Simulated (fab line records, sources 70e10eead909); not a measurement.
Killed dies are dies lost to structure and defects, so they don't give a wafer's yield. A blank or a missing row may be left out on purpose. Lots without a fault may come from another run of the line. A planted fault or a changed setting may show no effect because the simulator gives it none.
Chamber matching | flow nand_harc | NHARC_A_M1_PRE_CLEAN_32 on pecvd-01: 3 sister chambers
The step time 12 s. 3 wafers are shown with their chamber, then 7 later ones without.

WAFERS WITH THEIR CHAMBER
wafer  | chamber | heater_power_w (W)
L137.1 | 0       | 608
L141.1 | 1       | 609
L141.4 | 2       | 636

WAFERS WITHOUT THEIR CHAMBER
wafer  | heater_power_w (W)
L141.5 | 582
L145.1 | 592
L145.2 | 561
L145.6 | 715
L149.2 | 671
L149.3 | 581
L149.6 | 586

WHICH CHAMBER EACH WENT THROUGH
wafer  | from the rows above          | in truth
L141.5 | can't be placed: 0 or 1 or 2 | 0
L145.1 | can't be placed: 0 or 1 or 2 | 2
L145.2 | can't be placed: 0 or 1 or 2 | 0
L145.6 | can't be placed: 2 or 1 or 0 | 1
L149.2 | can't be placed: 2 or 1 or 0 | 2
L149.3 | can't be placed: 0 or 1 or 2 | 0
L149.6 | can't be placed: 0 or 1 or 2 | 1
Placed correctly: 0 of 7. Can't be placed from these rows: 7 (the true chamber is among the candidates in 7). Placed wrongly: 0.
How it was worked out, from the rows above alone: a wafer's distance from a chamber is the root of the sum, over the readings, of the square of ((its reading less the chamber's mean) divided by the reading's scatter). The wafer belongs to the nearest chamber; if the next one is less than 2 further off, it can't be placed. A chamber's mean is the mean of its shown wafers. The scatter: with one shown wafer a chamber, the root of the mean of the squares of how far each hidden wafer lies from its nearest shown one.
